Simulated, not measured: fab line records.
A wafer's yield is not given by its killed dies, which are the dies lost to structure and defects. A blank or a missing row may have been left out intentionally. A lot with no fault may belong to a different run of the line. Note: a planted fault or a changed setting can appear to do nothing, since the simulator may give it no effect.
Which tool is to blame? + flow n5_finfet + 72 wafers from 24 lots sampled at 6 of the route's 1938 steps

WHAT EACH GAUGE READ, for each wafer
N5_BEOL_M11_OVL_MEAS_12. Usual: M11_OVL typically reads -0.3 nm, with standard deviation 0.76.
| lot  | measured     | on         | M11_OVL (nm)   | flag |
|------|--------------|------------|----------------|------|
| L074 | day 10 12:32 | overlay-01 | 0.7 -1.5 -1.6  |      |
| L075 | day 10 18:13 | overlay-01 | 1.4 1.4 0.7    |      |
| L076 | day 11 07:32 | overlay-01 | -0.9 -1.1 -0.9 |      |
| L080 | day 11 16:55 | overlay-02 | 0.0 0.4 -0.1   |      |
| L077 | day 11 17:08 | overlay-01 | -0.1 -1.0 -0.3 |      |
| L079 | day 11 17:25 | overlay-01 | -0.7 0.1 -1.4  |      |
| L081 | day 11 20:54 | overlay-02 | -0.3 0.2 -0.9  |      |
| L078 | day 12 01:12 | overlay-02 | -1.6 -1.4 -1.6 |      |
| L082 | day 12 07:10 | overlay-01 | 1.4 -0.1 -0.1  |      |
| L083 | day 12 15:38 | overlay-01 | -1.3 -0.2 -0.3 |      |
| L084 | day 12 22:56 | overlay-02 | 0.2 -0.6 -0.5  |      |
| L085 | day 13 16:02 | overlay-01 | 0.9 0.2 -0.6   |      |
| L087 | day 13 17:28 | overlay-02 | -0.4 0.2 -1.4  |      |
| L086 | day 14 00:27 | overlay-01 | -1.6 -0.8 -0.5 |      |
| L089 | day 14 01:40 | overlay-01 | 0.1 -0.6 0.3   |      |
| L091 | day 14 04:46 | overlay-02 | 0.0 -0.5 -0.5  |      |
| L088 | day 14 09:46 | overlay-01 | -0.4 -1.2 -0.2 |      |
| L090 | day 14 08:39 | overlay-01 | -0.1 0.5 0.2   |      |
| L093 | day 14 15:59 | overlay-02 | -0.4 -0.3 -0.8 |      |
| L092 | day 15 13:04 | overlay-02 | -0.5 0.8 -0.7  |      |
| L094 | day 15 13:06 | overlay-01 | -0.3 -1.2 -0.3 |      |
| L096 | day 16 08:45 | overlay-02 | 0.2 0.5 0.5    |      |
| L097 | day 16 13:03 | overlay-01 | 0.3 -0.1 -0.2  |      |
| L095 | day 16 13:01 | overlay-02 | -0.4 -1.2 -0.6 |      |

N5_BEOL_M11_OCD_MEAS_38. Usual: 146.8 nm for trench_depth_nm, sd 2.3.
| lot  | measured     | on     | trench_depth_nm (nm) | flag |
|------|--------------|--------|----------------------|------|
| L074 | day 10 14:07 | ocd-02 | 147.1 146.9 145.7    |      |
| L075 | day 10 21:05 | ocd-02 | 143.7 143.4 148.9    |      |
| L076 | day 11 12:42 | ocd-02 | 144.2 143.8 150.1    |      |
| L080 | day 11 20:17 | ocd-01 | 147.1 147.4 148.4    |      |
| L077 | day 11 20:06 | ocd-02 | 146.0 142.6 145.8    |      |
| L079 | day 11 20:35 | ocd-01 | 143.9 145.5 150.5    |      |
| L081 | day 12 01:34 | ocd-01 | 146.2 145.9 146.3    |      |
| L078 | day 12 03:00 | ocd-02 | 147.6 146.5 147.7    |      |
| L082 | day 12 10:31 | ocd-01 | 145.7 148.5 148.4    |      |
| L083 | day 12 18:37 | ocd-02 | 145.2 146.0 142.2    |      |
| L084 | day 13 02:07 | ocd-01 | 145.9 150.9 151.4    |      |
| L085 | day 13 17:44 | ocd-02 | 148.0 145.1 147.8    |      |
| L087 | day 13 20:59 | ocd-01 | 148.2 146.7 147.3    |      |
| L086 | day 14 04:28 | ocd-02 | 145.6 144.4 147.4    |      |
| L089 | day 14 04:27 | ocd-01 | 153.1 146.6 153.8    |      |
| L091 | day 14 07:53 | ocd-01 | 145.5 146.7 147.6    |      |
| L088 | day 14 12:28 | ocd-01 | 147.5 147.7 145.6    |      |
| L090 | day 14 10:15 | ocd-01 | 145.6 147.6 146.6    |      |
| L093 | day 14 17:34 | ocd-02 | 145.2 149.3 147.0    |      |
| L092 | day 15 14:55 | ocd-01 | 146.2 143.2 145.8    |      |
| L094 | day 15 16:14 | ocd-02 | 148.9 148.9 147.2    |      |
| L096 | day 16 12:25 | ocd-02 | 146.1 151.0 151.3    |      |
| L097 | day 16 14:52 | ocd-01 | 145.7 148.8 152.7    |      |
| L095 | day 16 14:49 | ocd-02 | 146.6 145.6 147.0    |      |

N5_BEOL_M12_OVL_MEAS_11. Usual: V11_OVL typically reads -2 nm, with standard deviation 5.6.
| lot  | measured     | on         | V11_OVL (nm) | flag |
|------|--------------|------------|--------------|------|
| L074 | day 10 17:49 | overlay-01 | -4 -3 0      |      |
| L075 | day 11 00:28 | overlay-01 | -1 -5 -2     |      |
| L076 | day 11 18:20 | overlay-01 | 2 3 -1       |      |
| L080 | day 11 23:28 | overlay-01 | 3 11 3       |      |
| L077 | day 11 23:40 | overlay-01 | -4 4 6       |      |
| L079 | day 12 01:01 | overlay-02 | -11 -17 -4   |      |
| L081 | day 12 04:47 | overlay-01 | -6 1 -10     |      |
| L078 | day 12 07:52 | overlay-02 | -4 0 -1      |      |
| L082 | day 12 13:50 | overlay-01 | -7 -2 1      |      |
| L083 | day 12 21:54 | overlay-01 | -10 -17 -9   |      |
| L084 | day 13 05:29 | overlay-01 | -3 0 -5      |      |
| L085 | day 13 21:02 | overlay-02 | 1 -2 7       |      |
| L087 | day 14 00:39 | overlay-02 | 2 -9 6       |      |
| L086 | day 14 09:24 | overlay-01 | -13 -4 -2    |      |
| L089 | day 14 09:14 | overlay-01 | -3 0 -1      |      |
| L091 | day 14 11:34 | overlay-01 | -9 -5 -9     |      |
| L088 | day 14 16:37 | overlay-02 | 1 4 -2       |      |
| L090 | day 14 14:21 | overlay-02 | 3 3 -5       |      |
| L093 | day 14 20:28 | overlay-01 | -4 -5 -4     |      |
| L092 | day 15 18:44 | overlay-02 | -1 2 1       |      |
| L094 | day 15 19:07 | overlay-02 | -5 3 3       |      |
| L096 | day 16 15:12 | overlay-02 | -6 -8 -4     |      |
| L097 | day 16 19:07 | overlay-02 | -2 -6 -5     |      |
| L095 | day 16 19:17 | overlay-01 | -2 3 4       |      |

WHICH TOOL RAN EACH LOT (tool, then ch and the chambers of the sampled wafers, then the start)
| lot  | N5_BEOL_M10_ETCH_41                           | N5_BEOL_M11_ETCH_62                | N5_BEOL_M12_ILD_DEP_00          |
|------|-----------------------------------------------|------------------------------------|---------------------------------|
| L074 | rie_diel-04 ch 0,1,3, day 10 12:32 or earlier | rie_diel-01 ch 1,2,3, day 10 12:41 | pecvd-01 ch 0,1, day 10 17:12   |
| L075 | rie_diel-04 ch 0,1,3, day 10 18:13 or earlier | rie_diel-02 ch 0,1,3, day 10 18:34 | pecvd-01 ch 1,2, day 10 23:52   |
| L076 | rie_diel-06 ch 0,3, day 11 07:32 or earlier   | rie_diel-01 ch 0,2, day 11 07:47   | pecvd-04 ch 0,1, day 11 17:45   |
| L080 | rie_diel-04 ch 1,2, day 11 16:55 or earlier   | rie_diel-01 ch 0,2, day 11 17:05   | pecvd-04 ch 1,2, day 11 23:00   |
| L077 | rie_diel-06 ch 0,3, day 11 17:08 or earlier   | rie_diel-02 ch 0,1, day 11 17:16   | pecvd-04 ch 0,1,2, day 11 23:11 |
| L079 | rie_diel-05 ch 0,2, day 11 17:25 or earlier   | rie_diel-01 ch 0,1,3, day 11 17:34 | pecvd-02 ch 0,1, day 12 00:25   |
| L081 | rie_diel-06 ch 0,1,3, day 11 20:54 or earlier | rie_diel-02 ch 0,1,3, day 11 21:20 | pecvd-04 ch 0,1,2, day 12 04:19 |
| L078 | rie_diel-06 ch 0,3, day 12 01:12 or earlier   | rie_diel-01 ch 0,1,3, day 12 01:23 | pecvd-04 ch 0,1, day 12 07:16   |
| L082 | rie_diel-04 ch 0,1, day 12 07:10 or earlier   | rie_diel-02 ch 1,2,3, day 12 07:31 | pecvd-02 ch 0,1, day 12 13:14   |
| L083 | rie_diel-05 ch 0,1,2, day 12 15:38 or earlier | rie_diel-01 ch 0,3, day 12 15:47   | pecvd-01 ch 0,1,2, day 12 21:25 |
| L084 | rie_diel-05 ch 0,1,2, day 12 22:56 or earlier | rie_diel-03 ch 1,2,3, day 12 23:05 | pecvd-01 ch 0,1, day 13 04:53   |
| L085 | rie_diel-05 ch 0,2,3, day 13 16:02 or earlier | rie_diel-01 ch 0,2,3, day 13 16:11 | pecvd-01 ch 0,1,2, day 13 20:27 |
| L087 | rie_diel-06 ch 1,2, day 13 17:28 or earlier   | rie_diel-01 ch 0,3, day 13 17:37   | pecvd-04 ch 0,1,2, day 14 00:14 |
| L086 | rie_diel-04 ch 0,1,2, day 14 00:27 or earlier | rie_diel-01 ch 0,2,3, day 14 00:35 | pecvd-02 ch 0,1, day 14 08:48   |
| L089 | rie_diel-06 ch 0,1,2, day 14 01:40 or earlier | rie_diel-02 ch 0,2,3, day 14 01:49 | pecvd-01 ch 0,2, day 14 08:43   |
| L091 | rie_diel-04 ch 0,1,3, day 14 04:46 or earlier | rie_diel-02 ch 0,2,3, day 14 05:20 | pecvd-01 ch 0,2, day 14 10:55   |
| L088 | rie_diel-06 ch 1,2, day 14 09:46 or earlier   | rie_diel-01 ch 2,3, day 14 09:54   | pecvd-02 ch 0,2, day 14 16:09   |
| L090 | rie_diel-05 ch 0,2,3, day 14 08:39 or earlier | rie_diel-02 ch 0,2,3, day 14 08:50 | pecvd-01 ch 0,2, day 14 13:43   |
| L093 | rie_diel-04 ch 0,1, day 14 15:59 or earlier   | rie_diel-01 ch 0,2, day 14 16:08   | pecvd-04 ch 0,1, day 14 19:53   |
| L092 | rie_diel-06 ch 2,3, day 15 13:04 or earlier   | rie_diel-02 ch 0,2,3, day 15 13:16 | pecvd-01 ch 0,1,2, day 15 18:11 |
| L094 | rie_diel-05 ch 0,3, day 15 13:06 or earlier   | rie_diel-03 ch 0,2,3, day 15 13:17 | pecvd-01 ch 1,2, day 15 18:32   |
| L096 | rie_diel-05 ch 1,2, day 16 08:45 or earlier   | rie_diel-03 ch 1,3, day 16 09:01   | pecvd-02 ch 0,1, day 16 14:44   |
| L097 | rie_diel-06 ch 2,3, day 16 13:03 or earlier   | rie_diel-03 ch 0,1, day 16 13:28   | pecvd-01 ch 0,1,2, day 16 18:32 |
| L095 | rie_diel-05 ch 0,1,3, day 16 13:01 or earlier | rie_diel-02 ch 0,2,3, day 16 13:26 | pecvd-04 ch 0,1,2, day 16 18:38 |
- N5_BEOL_M10_ETCH_41: etches SiCN in CH3F/O2, target depth 42.6 nm, time 86 s.
- N5_BEOL_M11_ETCH_62: etches SOC in N2/H2, target depth 110 nm, overetch 22 nm, time 165 s.
- N5_BEOL_M12_ILD_DEP_00: deposits SiOC from DEMS/O2, target thk 658.92 nm, time 130.7 s.

AS READ BY THE TOOLS THEMSELVES (means over the sampled wafers that have a number; for cases with no such wafer, the mark the record gives instead)
N5_BEOL_M10_ETCH_41. Usual: drypump_motor_current_A 5.7 A, standard deviation 0.52; oes_product_au 0.78 a.u., standard deviation 0.09; rf_vpp_V 296.7 V, standard deviation 1.8; showerhead_plenum_p_Torr 1.97 Torr, standard deviation 0.074; throttle_valve_pct 16.41 %, standard deviation 0.23.
| lot  | tool        | drypump_motor_current_A (A) | oes_product_au (a.u.) | rf_vpp_V (V) | showerhead_plenum_p_Torr (Torr) | throttle_valve_pct (%) | flag |
|------|-------------|-----------------------------|-----------------------|--------------|---------------------------------|------------------------|------|
| L074 | rie_diel-04 | 5.6                         | 0.77                  | 297.1        | 2.02                            | 16.54                  |      |
| L075 | rie_diel-04 | 5.6                         | 0.76                  | 297.5        | 2.02                            | 16.56                  |      |
| L076 | rie_diel-06 | 6.0                         | 0.94                  | 297.7        | 1.97                            | 16.10                  |      |
| L080 | rie_diel-04 | 5.5                         | 0.78                  | 298.6        | 2.04                            | 16.55                  |      |
| L077 | rie_diel-06 | 5.5                         | 0.91                  | 296.1        | 1.96                            | 16.12                  |      |
| L079 | rie_diel-05 | 6.0                         | 0.73                  | 296.4        | 1.97                            | 16.52                  |      |
| L081 | rie_diel-06 | 5.7                         | 0.85                  | 296.1        | 1.92                            | 16.28                  |      |
| L078 | rie_diel-06 | 5.5                         | 0.89                  | 296.3        | 1.96                            | 16.13                  |      |
| L082 | rie_diel-04 | 5.9                         | 0.76                  | 298.3        | 2.06                            | 16.54                  |      |
| L083 | rie_diel-05 | 6.1                         | 0.73                  | 296.1        | 1.94                            | 16.51                  |      |
| L084 | rie_diel-05 | 6.1                         | 0.73                  | 297.1        | 1.94                            | 16.52                  |      |
| L085 | rie_diel-05 | 5.9                         | 0.73                  | 296.7        | 1.97                            | 16.48                  |      |
| L087 | rie_diel-06 | 5.6                         | 0.80                  | 296.8        | 1.95                            | 16.25                  |      |
| L086 | rie_diel-04 | 5.6                         | 0.72                  | 297.8        | 2.06                            | 16.57                  |      |
| L089 | rie_diel-06 | 5.9                         | 0.82                  | 295.6        | 1.93                            | 16.28                  |      |
| L091 | rie_diel-04 | 5.6                         | 0.73                  | 297.8        | 2.01                            | 16.62                  |      |
| L088 | rie_diel-06 | 5.6                         | 0.80                  | 296.3        | 1.95                            | 16.25                  |      |
| L090 | rie_diel-05 | 5.9                         | 0.73                  | 297.0        | 1.97                            | 16.48                  |      |
| L093 | rie_diel-04 | 5.9                         | 0.75                  | 298.9        | 2.06                            | 16.55                  |      |
| L092 | rie_diel-06 | 5.3                         | 0.83                  | 296.4        | 1.96                            | 16.16                  |      |
| L094 | rie_diel-05 | 5.6                         | 0.70                  | 296.3        | 1.97                            | 16.65                  |      |
| L096 | rie_diel-05 | 6.2                         | 0.89                  | 298.3        | 2.06                            | 16.28                  |      |
| L097 | rie_diel-06 | 5.4                         | 0.82                  | 297.3        | 1.98                            | 16.13                  |      |
| L095 | rie_diel-05 | 5.7                         | 0.88                  | 297.4        | 2.01                            | 16.35                  |      |

N5_BEOL_M11_ETCH_62. Usual: drypump_motor_current_A 5.5 A, standard deviation 0.5; oes_product_au 0.64 a.u., standard deviation 0.055; rf_vpp_V 525 V, standard deviation 3.3; showerhead_plenum_p_Torr 2.57 Torr, standard deviation 0.12; throttle_valve_pct 17.97 %, standard deviation 0.24.
| lot  | tool        | drypump_motor_current_A (A) | oes_product_au (a.u.) | rf_vpp_V (V) | showerhead_plenum_p_Torr (Torr) | throttle_valve_pct (%) | flag |
|------|-------------|-----------------------------|-----------------------|--------------|---------------------------------|------------------------|------|
| L074 | rie_diel-01 | 5.3                         | 0.70                  | 528          | 2.65                            | 17.97                  |      |
| L075 | rie_diel-02 | 5.3                         | 0.64                  | 524          | 2.54                            | 17.80                  |      |
| L076 | rie_diel-01 | 5.3                         | 0.69                  | 528          | 2.68                            | 17.85                  |      |
| L080 | rie_diel-01 | 5.3                         | 0.69                  | 527          | 2.68                            | 17.86                  |      |
| L077 | rie_diel-02 | 5.0                         | 0.61                  | 521          | 2.45                            | 17.77                  |      |
| L079 | rie_diel-01 | 5.7                         | 0.64                  | 527          | 2.62                            | 18.09                  |      |
| L081 | rie_diel-02 | 5.3                         | 0.63                  | 524          | 2.53                            | 17.81                  |      |
| L078 | rie_diel-01 | 5.8                         | 0.64                  | 526          | 2.62                            | 18.09                  |      |
| L082 | rie_diel-02 | 5.5                         | 0.64                  | 522          | 2.46                            | 17.77                  |      |
| L083 | rie_diel-01 | 5.5                         | 0.61                  | 525          | 2.56                            | 18.08                  |      |
| L084 | rie_diel-03 | 5.8                         | 0.62                  | 526          | 2.61                            | 17.96                  |      |
| L085 | rie_diel-01 | 5.4                         | 0.65                  | 526          | 2.61                            | 17.99                  |      |
| L087 | rie_diel-01 | 5.5                         | 0.61                  | 525          | 2.56                            | 18.09                  |      |
| L086 | rie_diel-01 | 5.4                         | 0.64                  | 526          | 2.61                            | 17.99                  |      |
| L089 | rie_diel-02 | 5.7                         | 0.65                  | 523          | 2.51                            | 18.04                  |      |
| L091 | rie_diel-02 | 5.7                         | 0.64                  | 523          | 2.50                            | 18.04                  |      |
| L088 | rie_diel-01 | 4.9                         | 0.69                  | 527          | 2.63                            | 17.90                  |      |
| L090 | rie_diel-02 | 5.6                         | 0.64                  | 523          | 2.50                            | 18.04                  |      |
| L093 | rie_diel-01 | 5.3                         | 0.68                  | 527          | 2.67                            | 17.88                  |      |
| L092 | rie_diel-02 | 5.7                         | 0.63                  | 524          | 2.50                            | 18.05                  |      |
| L094 | rie_diel-03 | 5.9                         | 0.61                  | 525          | 2.59                            | 17.96                  |      |
| L096 | rie_diel-03 | 5.6                         | 0.61                  | 525          | 2.60                            | 18.07                  |      |
| L097 | rie_diel-03 | 5.2                         | 0.59                  | 523          | 2.50                            | 18.15                  |      |
| L095 | rie_diel-02 | 5.7                         | 0.63                  | 523          | 2.49                            | 18.07                  |      |

N5_BEOL_M12_ILD_DEP_00. Usual: heater_power_w 488 W, standard deviation 84; showerhead_plenum_p_Torr 5.696 Torr, standard deviation 0.011; showerhead_vpp_V 1380 V, standard deviation 63; throttle_valve_pct 12.1 %, standard deviation 0.81.
| lot  | tool     | heater_power_w (W) | showerhead_plenum_p_Torr (Torr) | showerhead_vpp_V (V) | throttle_valve_pct (%) | flag |
|------|----------|--------------------|---------------------------------|----------------------|------------------------|------|
| L074 | pecvd-01 | 569                | 5.693                           | 1305                 | 13.1                   |      |
| L075 | pecvd-01 | 536                | 5.692                           | 1357                 | 12.8                   |      |
| L076 | pecvd-04 | 463                | 5.707                           | 1404                 | 13.0                   |      |
| L080 | pecvd-04 | 450                | 5.704                           | 1413                 | 11.5                   |      |
| L077 | pecvd-04 | 383                | 5.700                           | 1409                 | 12.3                   |      |
| L079 | pecvd-02 | 517                | 5.695                           | 1344                 | 12.0                   |      |
| L081 | pecvd-04 | 420                | 5.696                           | 1419                 | 12.3                   |      |
| L078 | pecvd-04 | 419                | 5.702                           | 1416                 | 13.1                   |      |
| L082 | pecvd-02 | 529                | 5.691                           | 1350                 | 11.9                   |      |
| L083 | pecvd-01 | 549                | 5.684                           | 1348                 | 12.3                   |      |
| L084 | pecvd-01 | 562                | 5.683                           | 1300                 | 12.4                   |      |
| L085 | pecvd-01 | 488                | 5.702                           | 1348                 | 12.2                   |      |
| L087 | pecvd-04 | 423                | 5.707                           | 1411                 | 12.5                   |      |
| L086 | pecvd-02 | 512                | 5.688                           | 1358                 | 11.6                   |      |
| L089 | pecvd-01 | 523                | 5.690                           | 1342                 | 11.7                   |      |
| L091 | pecvd-01 | 516                | 5.690                           | 1398                 | 11.8                   |      |
| L088 | pecvd-02 | 470                | 5.694                           | 1388                 | 11.7                   |      |
| L090 | pecvd-01 | 499                | 5.697                           | 1341                 | 11.8                   |      |
| L093 | pecvd-04 | 460                | 5.713                           | 1408                 | 13.0                   |      |
| L092 | pecvd-01 | 558                | 5.695                           | 1343                 | 12.3                   |      |
| L094 | pecvd-01 | 518                | 5.690                           | 1357                 | 12.7                   |      |
| L096 | pecvd-02 | 541                | 5.692                           | 1357                 | 11.9                   |      |
| L097 | pecvd-01 | 536                | 5.690                           | 1351                 | 12.4                   |      |
| L095 | pecvd-04 | 452                | 5.710                           | 1419                 | 12.6                   |      |

THE ANSWER, worked out from the rows above alone
Rule: a lot counts as off when the mean over its wafers that have a number is more than 3 standard deviations away from the usual mean. A lot without any number at a reading at which 4 lots or more have one is off too. All remaining lots with rows at the step are treated as sound. The gauges are gone through in route order, then the tools' own readings, and for those a lot's mean is taken as printed above. At the first step where some lot is off, the reading lying furthest off is the one used; lots without a number count as furthest.
No lot is off at any reading shown: from this, nothing can be told.

WHAT THE SIMULATOR HAD INSERTED
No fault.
